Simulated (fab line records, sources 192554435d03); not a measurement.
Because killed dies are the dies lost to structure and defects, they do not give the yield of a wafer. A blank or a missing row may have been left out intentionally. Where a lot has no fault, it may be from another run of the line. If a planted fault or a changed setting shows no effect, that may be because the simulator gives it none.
Chamber matching ; flow n5_finfet ; rie_si-05 running N5_SD_EPI_P_SD_RECESS_17: 4 sister chambers
The step chemistry HBr/Cl2/O2, target depth 39.1 nm, bt time 3 s. 8 wafers are shown with their chamber, then 8 later ones without.

== WAFERS, EACH WITH ITS CHAMBER ==
wafer;chamber;throttle_valve_pct (%);oes_product_au (a.u.)
L074.3;1;36.57;1.001
L080.3;0;36.71;0.999
L080.5;3;36.59;0.981
L082.1;1;36.59;0.993
L087.3;2;36.60;0.993
L087.4;3;36.61;0.996
L087.6;0;36.72;1.011
L092.1;2;36.60;0.985

== WAFERS WITHOUT THEIR CHAMBER ==
wafer;throttle_valve_pct (%);oes_product_au (a.u.)
L092.2;36.60;0.988
L092.3;36.56;1.000
L094.1;36.60;0.991
L094.4;36.61;0.993
L094.6;36.59;0.991
L096.1;36.59;0.996
L096.2;36.55;0.997
L096.5;36.93;0.999

== CHAMBER TAKEN BY EACH ==
wafer;from the rows above;in truth
L092.2;can't be placed: 3 or 2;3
L092.3;1;1
L094.1;can't be placed: 2 or 3 or 1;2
L094.4;can't be placed: 2 or 3 or 1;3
L094.6;can't be placed: 2 or 3 or 1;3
L096.1;can't be placed: 1 or 2 or 3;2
L096.2;can't be placed: 1 or 2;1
L096.5;0;0
2 of 8 placed correctly. From these rows, 6 cannot be placed; in 6 the true chamber is one of the candidates. Wrongly placed: 0.
How it was worked out, from the rows above alone: a wafer's distance from a chamber is the root of the sum, over the readings, of the square of ((its reading less the chamber's mean) divided by the reading's scatter). The wafer belongs to the nearest chamber; if the next one is less than 2 further off, it can't be placed. The mean given for a chamber averages the wafers shown for that chamber. The scatter is the square root of a quotient: the sum, over the shown wafers, of each reading's squared deviation from its chamber's mean, divided by wafers minus chambers.
